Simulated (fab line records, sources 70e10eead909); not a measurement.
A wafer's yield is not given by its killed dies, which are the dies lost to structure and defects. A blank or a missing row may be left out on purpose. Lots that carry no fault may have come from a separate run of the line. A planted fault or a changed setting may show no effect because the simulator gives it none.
fab line records	flow nand-harc
record lots=6	wafers=18	last-day=24
route steps=1159 shown THIN_TSV@1113 END@1159
lots that met no fault: taken from a fault-free run of the same line
start-h: hours from the record's opening day to when the first of the lot's shown wafers began	wait-h: hours since the lot's step before	" identical to the entry in the row above	L1.1+2: one row covering several wafers at once	- either no value or no given start	* or withheld: withheld	< > ~ a bound
route shown NAME@n: a module of which the file shows steps, and the number in the route of the first	usual: the fault-free wafers' mean and standard deviation	same: alike in all rows	chamber/n: place in a boat	sites: the reading at each site	_std_site: standard deviation of those values	_edge_site: the outer-site mean with the inner-site mean subtracted	radius-mm: how far each site lies from the wafer's centre	mask NAME#n: copy n	behind: tool/chamber where the wafer was last shaped	hold: why the lot went on hold/how many hours it stayed there/how the hold came to an end	device: transistor that didn't switch, given as n, p or np	end of line: tests of these same wafers at the route's end	where a step has no rows: the recipe by itself	killed: the dies lost at the first sort to structure and to defects; this is not the yield of the wafer	map: the dies of a wafer, with x for killed, . for not killed, _ for no die there
set.NAME: the setting as run; set.NAME@STEP: as run at that earlier step	model.NAME: the simulator's own value behind a step, which no gauge read
lots at selected steps of the route; one table per step, one row per wafer
services: a tool's chamber out of use, with start hour (start-h, from the record's first day; less than 0 if before it), hours out, and reason
## steps
# step NHARC_THIN_TSV_EXPOSE_09
# recipe na=0.55	dose-mj=30.7	mask-id=TSV
# step NHARC_THIN_TSV_PEB_10
# recipe peb-temp-c=118	peb-time-s=85
# step NHARC_THIN_TSV_DEVELOP_11
# recipe time-s=70
# step NHARC_THIN_TSV_CD_MEAS_12
# recipe target-cd-nm=1000	landing-energy-ev=500
# usual cd-nm=999.6/1.3
# same landing-energy-ev=500
lot.wafer	tool	chamber	start-h	wait-h	cd-nm
L827.1	cd-sem-01	0	434.19	-	998.3
L827.4	"	0	"	"	998.8
L827.5	"	0	"	"	998.3
L826.2	cd-sem-03	0	437.40	-	1000.5
L826.4	"	0	"	"	1000.5
L826.5	"	0	"	"	1000.9
L835.1	cd-sem-01	0	491.57	-	999.8
L835.3	"	0	"	"	1000.5
L835.6	"	0	"	"	998.4
L832.2	cd-sem-02	0	492.77	-	1000.9
L832.3	"	0	"	"	1001.7
L832.5	"	0	"	"	1001.3
L842.4	cd-sem-02	0	551.72	-	1001.0
L842.5	"	0	"	"	1001.1
L842.6	"	0	"	"	999.3
L843.1	cd-sem-03	0	560.20	-	1000.6
L843.3	"	0	"	"	1001.1
L843.4	"	0	"	"	1001.5
# step NHARC_THIN_TSV_HARDBAKE_13
# recipe temp-c=125	time-s=80
# step NHARC_THIN_TSV_DESCUM_14
# recipe time-s=3	o2-flow-sccm=200	ar-flow-sccm=0	bias-power-w=0	chemistry=O2
# usual drypump-motor-current-A=5.8/0.32	mfc-ar-sccm=0.011/0.011	oes-product-au=0.999/0.0075	rf-vpp-V=57.9/0.9	showerhead-plenum-p-Torr=1.93/0.075	throttle-valve-pct=11.311/0.0092
# same time-s=3
lot.wafer	tool	chamber	start-h	wait-h	drypump-motor-current-A	mfc-ar-sccm	oes-product-au	rf-hours-counter-h	rf-vpp-V	showerhead-plenum-p-Torr	throttle-valve-pct
L827.1	rie-diel-08	0	434.37	-	5.6	0.038	1.001	8	56.7	1.88	11.308
L827.5	"	1	"	"	5.9	0.002	1.000	-	57.5	1.92	11.328
L827.4	"	0	"	"	5.6	0.038	0.996	-	57.9	1.88	11.313
L826.2	rie-diel-01	2	437.57	-	6.2	0.004	0.996	13	57.0	2.02	11.300
L826.4	"	3	"	"	5.6	0.014	1.005	12	58.0	1.81	11.295
L826.5	"	2	"	"	6.1	0.004	0.999	-	60.3	2.02	11.309
L835.3	rie-diel-01	1	491.73	-	6.2	0.017	0.990	19	58.6	2.05	11.320
L835.1	"	3	"	"	5.6	0.014	0.994	18	57.4	1.81	11.337
L835.6	"	1	"	"	6.2	0.017	0.991	-	58.3	2.05	11.305
L832.2	rie-diel-04	3	492.94	-	5.5	0	1.005	1	57.3	1.91	11.309
L832.3	"	1	"	"	5.4	0.009	0.996	1	57.3	1.94	11.294
L832.5	"	2	"	"	5.8	0	1.005	-	58.4	1.93	11.323
L842.4	rie-diel-08	0	551.87	-	5.7	0.038	0.991	3	58.5	1.88	11.319
L842.6	"	0	"	"	5.7	0.038	0.996	-	57.2	1.88	11.319
L842.5	"	1	"	"	5.9	0.002	0.993	-	57.4	1.92	11.297
L843.3	rie-diel-04	1	560.36	-	5.4	0.009	1.008	7	56.3	1.93	11.312
L843.1	"	3	"	"	5.5	0	1.004	6	58.9	1.91	11.309
L843.4	"	0	"	"	6.5	0.024	1.012	6	58.2	1.92	11.295
# step NHARC_THIN_TSV_ETCH_44
# recipe target-depth-a=15942	time-s=797.1	cf4-flow-sccm=150	o2-flow-sccm=10	ar-flow-sccm=0	rf-w=300	bias-w=800	chemistry=CF4/O2
# usual drypump-motor-current-A=5.8/0.33	mfc-ar-sccm=0.011/0.011	oes-product-au=0.999/0.0074	rf-vpp-V=795/4.3	showerhead-plenum-p-Torr=1.85/0.067	throttle-valve-pct=16.914/0.009
# same time-s=797.1
lot.wafer	tool	chamber	start-h	wait-h	drypump-motor-current-A	mfc-ar-sccm	oes-product-au	rf-hours-counter-h	rf-vpp-V	showerhead-plenum-p-Torr	throttle-valve-pct
L827.1	rie-diel-08	1	434.45	0.1	5.9	0.002	1.000	8	795	1.84	16.917
L827.4	"	1	"	"	5.9	0.002	1.000	-	795	1.84	16.925
L827.5	"	2	"	"	5.8	0.010	1.009	-	802	1.96	16.919
L826.4	rie-diel-01	0	437.64	0.1	5.4	0.006	1.000	12	793	1.81	16.913
L826.2	"	1	"	"	6.2	0.017	0.996	13	803	1.95	16.912
L826.5	"	0	"	"	5.4	0.006	1.006	-	794	1.81	16.923
L835.3	rie-diel-01	2	491.87	0.1	6.1	0.004	0.999	19	800	1.93	16.916
L835.1	"	3	"	"	5.6	0.014	0.998	18	788	1.74	16.909
L835.6	"	2	"	"	6.1	0.004	0.991	-	800	1.93	16.917
L832.3	rie-diel-04	2	493.07	0.1	5.8	0	1.010	1	796	1.85	16.898
L832.2	"	0	"	"	6.5	0.024	1.017	2	794	1.84	16.926
L832.5	"	2	"	"	5.8	0	1.007	-	795	1.85	16.916
L842.4	rie-diel-08	1	552.02	0.1	5.9	0.002	0.993	2	793	1.84	16.914
L842.6	"	0	"	"	5.6	0.038	0.987	-	792	1.80	16.904
L842.5	"	1	"	"	5.9	0.002	0.995	-	796	1.84	16.909
L843.3	rie-diel-04	2	560.45	0.1	5.8	0	0.984	7	795	1.85	16.918
L843.4	"	3	"	"	5.5	0	0.995	6	794	1.83	16.905
L843.1	"	1	"	"	5.3	0.009	0.996	7	798	1.85	16.921
# step NHARC_THIN_TSV_ETCH_15
# recipe target-depth-a=30000	bosch-target-overetch-cycles=2	bosch-etch-step-s=2.8	bosch-dep-step-s=1.2	bosch-cycles=14
# step NHARC_THIN_TSV_CD_MEAS_16
# usual cd-nm=999.4/1.4
lot.wafer	tool	chamber	start-h	wait-h	cd-nm
L827.1	cd-sem-01	-	435.27	0.1	997.9
L827.4	"	-	"	"	998.0
L827.5	"	-	"	"	997.3
L826.2	cd-sem-01	-	438.36	0.1	999.9
L826.4	"	-	"	"	1000.6
L826.5	"	-	"	"	1001.8
L835.1	cd-sem-02	-	492.53	0.1	999.9
L835.3	"	-	"	"	1001.2
L835.6	"	-	"	"	998.3
L832.2	cd-sem-03	-	493.74	0.1	1001.0
L832.3	"	-	"	"	1001.8
L832.5	"	-	"	"	1001.7
L842.4	cd-sem-03	-	552.69	0.1	1000.8
L842.5	"	-	"	"	1001.1
L842.6	"	-	"	"	998.8
L843.1	cd-sem-02	-	561.17	0.1	1000.4
L843.3	"	-	"	"	1001.1
L843.4	"	-	"	"	1001.4
# step NHARC_THIN_TSV_STRIP_45
# recipe power-w=1500	temp-c=250	chemistry=O2
# usual drypump-motor-current-A=6.0/0.32	heater-power-w=307/17
lot.wafer	tool	chamber	start-h	wait-h	drypump-motor-current-A	heater-power-w	rf-hours-counter-h
L827.1	plasma-asher-01	1	435.39	0.1	5.6	333	53
L827.4	"	1	"	"	5.6	324	-
L827.5	"	0	"	"	6.3	280	-
L826.2	plasma-asher-02	1	438.48	0.1	6.4	307	23
L826.4	"	1	"	"	6.4	301	-
L826.5	"	1	"	"	6.4	299	-
L835.1	plasma-asher-01	0	492.65	0.1	6.2	297	13
L835.3	"	0	"	"	6.3	285	-
L835.6	"	0	"	"	6.2	294	-
L832.2	plasma-asher-01	1	493.81	0.1	5.6	332	14
L832.3	"	0	"	"	6.2	297	-
L832.5	"	1	"	"	5.6	333	-
L842.4	plasma-asher-01	0	552.85	0.2	6.3	298	-
L842.6	"	0	"	"	6.2	302	-
L842.5	"	1	"	"	5.6	337	-
L843.1	plasma-asher-01	1	561.52	0.4	5.6	332	43
L843.3	"	0	"	"	6.2	285	-
L843.4	"	1	"	"	5.6	334	-
# step NHARC_THIN_TSV_STRIP_46
# recipe time-s=1200	temp-c=72.5	chemistry=post-etch-residue-remover
# step NHARC_THIN_TSV_DEP_47
# recipe target-thk-a=2000	temp-c=withheld	pressure-torr=6.5	rf-w=900	teos-flow-sccm=161.4	flow-sccm=2650	target-thk-nm=200	gas=O2	material=SiO2
# usual throttle-valve-pct=15.6/0.66
lot.wafer	tool	chamber	start-h	wait-h	throttle-valve-pct
L827.1	pecvd-03	2	436.19	-	16.3
L827.4	"	2	"	"	16.3
L827.5	"	0	"	"	14.3
L826.2	pecvd-03	0	439.35	-	14.3
L826.4	"	2	"	"	16.0
L826.5	"	0	"	"	14.5
L835.1	pecvd-01	0	493.40	-	16.0
L835.3	"	2	"	"	15.7
L835.6	"	2	"	"	16.1
L832.2	pecvd-02	0	494.74	-	16.4
L832.3	"	1	"	"	16.2
L832.5	"	1	"	"	16.4
L842.5	pecvd-01	1	553.71	-	15.6
L842.4	"	2	"	"	16.0
L842.6	"	0	"	"	16.2
L843.1	pecvd-01	0	562.29	-	16.1
L843.3	"	2	"	"	15.9
L843.4	"	2	"	"	16.0
# step NHARC_THIN_TSV_ETCHBACK_48
# recipe target-depth-a=10285	over-etch-frac=0.3	time-s=405.17	ion-energy-ev=250	c4f8-flow-sccm=withheld	ar-flow-sccm=withheld	rf-w=600	bias-w=300	chemistry=C4F8/Ar
# usual oes-product-au=0.942/0.029	over-etch-frac=0.3/0	rf-vpp-V=548/3
lot.wafer	tool	chamber	start-h	wait-h	oes-product-au	over-etch-frac	rf-hours-counter-h	rf-vpp-V
L827.1	rie-diel-04	2	436.54	-	0.928	0.3	11	547
L827.4	"	1	"	"	0.912	0.3	11	547
L827.5	"	3	"	"	0.931	0.3	-	547
L826.4	rie-diel-01	2	439.65	-	0.920	0.3	13	550
L826.2	"	1	"	"	0.929	0.3	13	551
L826.5	"	3	"	"	0.925	0.3	-	545
L835.1	rie-diel-01	0	493.81	-	0.936	0.099053	18	545
L835.3	"	1	"	"	0.928	0.099053	19	551
L835.6	"	0	"	"	0.930	0.3	-	543
L832.2	rie-diel-01	0	495.10	-	0.926	0.3	18	547
L832.3	"	2	"	"	0.923	0.099053	19	552
L832.5	"	0	"	"	0.917	0.3	-	545
L842.4	rie-diel-08	2	554.07	-	0.934	0.3	4	552
L842.6	"	0	"	"	0.927	0.3	-	545
L842.5	"	1	"	"	0.954	0.3	-	548
L843.4	rie-diel-08	1	562.68	-	0.927	0.3	3	548
L843.1	"	3	"	"	0.934	0.3	4	544
L843.3	"	0	"	"	0.922	0.3	4	545
# step NHARC_THIN_TSV_STRIP_62
# recipe power-w=1500	temp-c=250	time-s=20	chemistry=N2/H2
# usual drypump-motor-current-A=6.1/0.31	heater-power-w=307/15
# same time-s=20
lot.wafer	tool	chamber	start-h	wait-h	drypump-motor-current-A	heater-power-w	rf-hours-counter-h
L827.1	plasma-asher-02	1	436.92	-	6.4	297	23
L827.4	"	1	"	"	6.4	300	-
L827.5	"	0	"	"	5.9	314	-
L826.2	plasma-asher-02	0	440.03	-	5.9	302	24
L826.4	"	1	"	"	6.4	307	-
L826.5	"	1	"	"	6.4	305	-
L835.1	plasma-asher-01	1	494.17	-	5.7	329	14
L835.3	"	1	"	"	5.6	336	-
L835.6	"	0	"	"	6.3	291	-
L832.2	plasma-asher-02	0	495.48	-	5.9	305	41
L832.3	"	1	"	"	6.4	298	-
L832.5	"	0	"	"	5.9	306	-
L842.4	plasma-asher-01	0	554.40	-	6.3	295	-
L842.6	"	0	"	"	6.3	288	-
L842.5	"	1	"	"	5.6	341	-
L843.1	plasma-asher-01	1	564.87	-	5.6	328	47
L843.4	"	0	"	"	6.2	288	-
L843.3	"	1	"	"	5.6	330	-
# step NHARC_END_SORT_01
# recipe temp-c=25
# usual defect-limited-yield=95.3/1.7	killed-at-array=28/12	killed-at-other=0.8/1.1	killed-at-periphery=3.6/2.3	killed-dies=32/12	killed-open=3.4/1.9	killed-short=2.0/1.3	sort_bin_2_pct=1.4/0.61	sort_bin_3_pct=0.26/0.22	sort_bin_4_pct=3.0/1.2	sort-n-pass=645/12	sort-rim-yield-pct=95.8/2.9	sort-yield-pct=95.3/1.7
# same gross-dies=677	sort_bin_5_pct[%]=0	sort_bin_6_pct[%]=0	sort_bin_7_pct[%]=0	sort_bin_8_pct[%]=0	sort-rim-n-gross=106.00
lot.wafer	tool	chamber	start-h	wait-h	defect-limited-yield[%]	killed-at-array	killed-at-other	killed-at-periphery	killed-dies	killed-open	killed-short	sort_bin_2_pct[%]	sort_bin_3_pct[%]	sort_bin_4_pct[%]	sort-n-pass	sort-rim-yield-pct[%]	sort-yield-pct[%]
L827.1	prober-02	0	456.44	2.5	95.7	24	1	4	29	7	2	1.9	0.15	2.2	648	97.2	95.7
L827.4	prober-02	0	458.84	3.4	95.4	29	0	2	31	3	1	1.3	0.30	3.0	646	99.1	95.4
L827.5	prober-02	0	459.64	3.7	97.6	14	0	2	16	1	0	0.4	0	1.9	661	98.1	97.6
L826.2	prober-01	0	457.36	2.8	96.8	21	0	1	22	3	4	0.7	0.30	2.2	655	95.3	96.8
L826.4	prober-01	0	458.94	3.4	96.8	20	0	2	22	1	1	1.3	0.15	1.8	655	92.5	96.8
L826.5	prober-01	0	459.74	3.7	95.7	26	0	3	29	5	3	1.3	0	3.0	648	94.3	95.7
L835.1	prober-01	0	504.03	2.5	92.9	45	0	3	48	3	0	2.2	0.30	4.6	629	92.5	92.9
L835.3	prober-01	0	505.64	3.1	93.6	37	0	6	43	6	1	2.2	0.44	3.7	634	93.4	93.6
L835.6	prober-01	0	508.06	4.0	92.9	42	1	5	48	5	3	2.1	0.30	4.7	629	90.6	92.9
L832.2	prober-01	0	512.69	2.8	96.3	22	0	3	25	0	1	1.2	0.30	2.2	652	97.2	96.3
L832.3	prober-01	0	513.49	3.1	95.3	29	0	3	32	4	1	1.2	0.59	3.0	645	93.4	95.3
L832.5	prober-01	0	515.09	3.7	95.7	25	0	4	29	5	0	1.3	0.44	2.5	648	88.7	95.7
L842.4	prober-02	0	569.97	3.4	96.3	23	0	2	25	3	3	1.0	0.15	2.5	652	100.0	96.3
L842.5	prober-02	0	570.76	3.7	95.3	27	0	5	32	2	4	1.3	0.30	3.1	645	92.5	95.3
L842.6	prober-02	0	571.56	4.0	96.3	20	0	5	25	2	2	1.0	0.30	2.4	652	100.0	96.3
L843.1	prober-02	0	577.41	2.5	92.6	43	1	6	50	7	0	1.9	0	5.5	627	97.2	92.6
L843.3	prober-02	0	579.03	3.1	93.8	38	1	3	42	2	1	1.8	0.15	4.3	635	95.3	93.8
L843.4	prober-02	0	579.84	3.4	93.8	40	1	1	42	6	2	2.7	0.15	3.4	635	97.2	93.8
# killed by level:class
L827.1 A_SLIT:chamber-film-flake=8 A_CONTACT:chamber-film-flake=7 P_CONTACT:geometric-particle:open=2 A_WL_FILL:geometric-particle:open=2 A_CHANNEL_HOLE_D1:chamber-film-flake=2 P_GATE:geometric-particle:open=1 A_ONON_D1:geometric-particle:short=1 A_ONON_D1:geometric-particle:open=1
L826.2 A_CHANNEL_HOLE_D1:chamber-film-flake=12 A_CONTACT:chamber-film-flake=2 P_M0:geometric-particle:short=1 A_CHANNEL_HOLE_D1:geometric-particle:short=1 A_CHANNEL_FILL_D1:geometric-particle:open=1 A_CONTACT:geometric-particle:short=1 A_CONTACT:geometric-particle:open=1 A_M0:geometric-particle:short=1
L827.4 A_SLIT:chamber-film-flake=18 A_CONTACT:chamber-film-flake=7 P_STI:geometric-particle:open=1 A_ONON_D1:geometric-particle:open=1 A_CONTACT:geometric-particle:short=1 A_BLC:geometric-particle:open=1 P_STI:chamber-film-flake=1 A_STAIRCASE:chamber-film-flake=1
L826.4 A_CHANNEL_HOLE_D1:chamber-film-flake=12 A_STAIRCASE:chamber-film-flake=5 A_CONTACT:chamber-film-flake=3 P_CONTACT:geometric-particle:short=1 P_M0:geometric-particle:open=1
L827.5 A_SLIT:chamber-film-flake=6 A_CONTACT:chamber-film-flake=5 P_STI:chamber-film-flake=2 A_SOURCE_PLATE:geometric-particle:open=1 A_CHANNEL_HOLE_D1:chamber-film-flake=1 A_STAIRCASE:chamber-film-flake=1
L826.5 A_CHANNEL_HOLE_D1:chamber-film-flake=14 A_CONTACT:chamber-film-flake=4 A_CONTACT:geometric-particle:open=3 A_ONON_D1:geometric-particle:short=2 P_GATE:geometric-particle:short=1 A_WL_FILL:geometric-particle:open=1 A_M0:geometric-particle:open=1 P_STI:chamber-film-flake=1
L835.1 A_CHANNEL_HOLE_D1:chamber-film-flake=18 A_SLIT:chamber-film-flake=14 A_CONTACT:chamber-film-flake=5 A_STAIRCASE:chamber-film-flake=4 A_CONTACT:geometric-particle:open=2 A_CHANNEL_FILL_D1:chamber-film-flake=2 P_GATE:geometric-particle:open=1 P_GATE:chamber-film-flake=1
L835.3 A_CHANNEL_HOLE_D1:chamber-film-flake=13 A_SLIT:chamber-film-flake=9 A_CONTACT:chamber-film-flake=5 P_M1:chamber-film-flake=4 A_STAIRCASE:chamber-film-flake=4 A_BLC:geometric-particle:open=2 P_CONTACT:geometric-particle:open=1 P_M1:geometric-particle:open=1
L835.6 A_CHANNEL_HOLE_D1:chamber-film-flake=15 A_SLIT:chamber-film-flake=12 A_STAIRCASE:chamber-film-flake=4 P_M1:chamber-film-flake=3 A_CONTACT:chamber-film-flake=3 A_ONON_D1:geometric-particle:open=2 P_STI:geometric-particle:short=1 P_CONTACT:geometric-particle:open=1
L832.2 A_CHANNEL_HOLE_D1:chamber-film-flake=15 A_STAIRCASE:chamber-film-flake=3 A_CONTACT:chamber-film-flake=3 A_M0:geometric-particle:short=1 P_STI:chamber-film-flake=1 P_GATE:chamber-film-flake=1 P_BONDPAD:chamber-film-flake=1
L832.3 A_CHANNEL_HOLE_D1:chamber-film-flake=13 A_STAIRCASE:chamber-film-flake=9 A_CONTACT:chamber-film-flake=3 P_M1:geometric-particle:open=1 P_M2:geometric-particle:open=1 A_CHANNEL_HOLE_D1:geometric-particle:short=1 A_SGD_CUT:geometric-particle:open=1 A_SLIT:geometric-particle:open=1
L832.5 A_CHANNEL_HOLE_D1:chamber-film-flake=16 A_STAIRCASE:chamber-film-flake=3 A_CONTACT:chamber-film-flake=2 P_M0:geometric-particle:open=1 P_M1:geometric-particle:open=1 A_CHANNEL_FILL_D1:geometric-particle:open=1 A_CONTACT:geometric-particle:open=1 A_M0:geometric-particle:open=1
L842.4 A_CHANNEL_HOLE_D1:chamber-film-flake=7 A_CONTACT:chamber-film-flake=7 A_CONTACT:geometric-particle:open=2 A_M0:chamber-film-flake=2 P_M0:geometric-particle:short=1 A_SGD_CUT:geometric-particle:short=1 A_WL_FILL:geometric-particle:open=1 A_CONTACT:geometric-particle:short=1
L842.5 A_CONTACT:chamber-film-flake=7 A_CHANNEL_HOLE_D1:chamber-film-flake=6 A_M0:chamber-film-flake=5 P_GATE:chamber-film-flake=4 A_STAIRCASE:chamber-film-flake=2 P_GATE:geometric-particle:short=1 A_ONON_D1:geometric-particle:open=1 A_ONON_D1:geometric-particle:short=1
L842.6 A_CHANNEL_HOLE_D1:chamber-film-flake=6 A_M0:chamber-film-flake=4 A_CONTACT:chamber-film-flake=4 P_STI:chamber-film-flake=2 P_GATE:chamber-film-flake=2 A_STAIRCASE:chamber-film-flake=2 A_SGD_CUT:geometric-particle:short=1 A_WL_FILL:geometric-particle:short=1
L843.1 A_SLIT:chamber-film-flake=21 A_CHANNEL_HOLE_D1:chamber-film-flake=8 A_STAIRCASE:chamber-film-flake=7 A_CONTACT:chamber-film-flake=3 P_M2:chamber-film-flake=2 P_GATE:geometric-particle:open=1 P_M0:geometric-particle:open=1 P_M1:geometric-particle:open=1
L843.3 A_SLIT:chamber-film-flake=17 A_CHANNEL_HOLE_D1:chamber-film-flake=10 A_STAIRCASE:chamber-film-flake=5 P_M2:chamber-film-flake=2 A_WL_FILL:chamber-film-flake=2 P_GATE:geometric-particle:open=1 A_SOURCE_PLATE:geometric-particle:open=1 A_ONON_D1:geometric-particle:short=1
L843.4 A_SLIT:chamber-film-flake=18 A_CHANNEL_HOLE_D1:chamber-film-flake=8 A_STAIRCASE:chamber-film-flake=4 A_CONTACT:geometric-particle:open=2 A_CONTACT:chamber-film-flake=2 A_SGD_CUT:geometric-particle:open=1 A_WL_FILL:geometric-particle:short=1 A_WL_FILL:geometric-particle:open=1
## services
tool	chamber	start-h	hours	kind
pecvd-02	1	414.46	8.1	repair
pecvd-01	-	418.05	13.0	pm
rie-diel-08	0	418.30	7.6	repair
pecvd-02	0	429.67	5.2	repair
rie-diel-08	3	429.89	6.7	repair
plasma-asher-01	-	453.58	9.0	pm
plasma-asher-01	0	453.58	9.0	vent-cycle
plasma-asher-01	1	453.58	9.0	vent-cycle
plasma-asher-02	-	457.77	9.9	repair
plasma-asher-01	0	462.58	-	clean
rie-diel-04	-	466.13	9.0	pm
pecvd-02	1	470.44	17.1	repair
pecvd-03	-	473.39	13.0	pm
plasma-asher-01	-	474.15	1.8	repair
pecvd-02	0	477.34	2.7	repair
rie-diel-08	-	478.80	9.0	pm
rie-diel-08	0	493.91	5.7	repair
rie-diel-01	-	500.10	9.0	pm
pecvd-02	-	515.26	13.0	pm
rie-diel-08	1	522.87	20.4	repair
plasma-asher-02	-	537.22	9.0	pm
rie-diel-01	1	538.93	6.6	repair
rie-diel-01	1	550.75	5.0	repair
plasma-asher-02	-	555.85	18.8	repair
## key
first-sign step=NHARC_THIN_TSV_ETCHBACK_48	reading=over-etch-frac	direction=down	sigmas=99+	usual=0.3	struck=0.099053
effect none on later readings
met-at NHARC_THIN_TSV_ETCHBACK_48
struck-wafers L832.3,L835.1,L835.3
onset-between 439.65 493.81
fault kind=process-parameter-drift	tool=rie-diel-01	chamber=-	onset-h=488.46	steps=NHARC_THIN_TSV_ETCHBACK_48	channel=over-etch-frac	offset=-0.20095	shape=step	end-h=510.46	scope=struck-wafers-only	acts-in=these-recipes-only	stated=0.3
